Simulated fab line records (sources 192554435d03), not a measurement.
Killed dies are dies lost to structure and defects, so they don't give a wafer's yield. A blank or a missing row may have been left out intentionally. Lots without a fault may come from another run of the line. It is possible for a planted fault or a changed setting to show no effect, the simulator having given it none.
Chamber matching | flow n5Finfet | N5_BEOL_M12_CMP_49 on cmp-03 has 4 sister chambers
The step polishes, stops on SiOC, t overpolish 20.6 s, target thk 320 nm. 4 wafers are shown with their chamber, then 8 later ones without.

== EACH WAFER AND ITS CHAMBER ==
wafer  | chamber | motorCurrentA (A)
L081.1 | 0       | 6.4
L083.2 | 3       | 6.6
L083.4 | 1       | 5.9
L082.3 | 2       | 6.4

== WAFERS WITH NO CHAMBER GIVEN ==
wafer  | motorCurrentA (A)
L082.4 | 6.4
L082.6 | 6.5
L086.2 | 6.4
L086.3 | 6.4
L086.5 | 6.6
L087.1 | 6.4
L087.4 | 6.1
L087.5 | 6.0

== CHAMBER TAKEN BY EACH ==
wafer  | from the rows above          | in truth
L082.4 | can't be placed: 0 or 2      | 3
L082.6 | can't be placed: 0 or 2 or 3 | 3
L086.2 | can't be placed: 0 or 2      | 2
L086.3 | can't be placed: 0 or 2      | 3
L086.5 | 3                            | 3
L087.1 | can't be placed: 0 or 2      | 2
L087.4 | can't be placed: 1 or 0 or 2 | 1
L087.5 | 1                            | 1
Correct placement for 2 of the 8. Can't be placed from these rows: 6 (the true chamber is among the candidates in 4). Wrongly placed: 0.
How it was worked out, from the rows above alone: a wafer's distance from a chamber is the root of the sum, over the readings, of the square of ((its reading less the chamber's mean) divided by the reading's scatter). If the next closest chamber is less than 2 further off than the closest, the wafer can't be placed; otherwise it belongs to the closest. For every chamber, the mean is computed from those of its wafers that are shown. The scatter (one wafer shown for each chamber): square how far every hidden wafer sits from the nearest shown wafer, average those squares and take the square root.
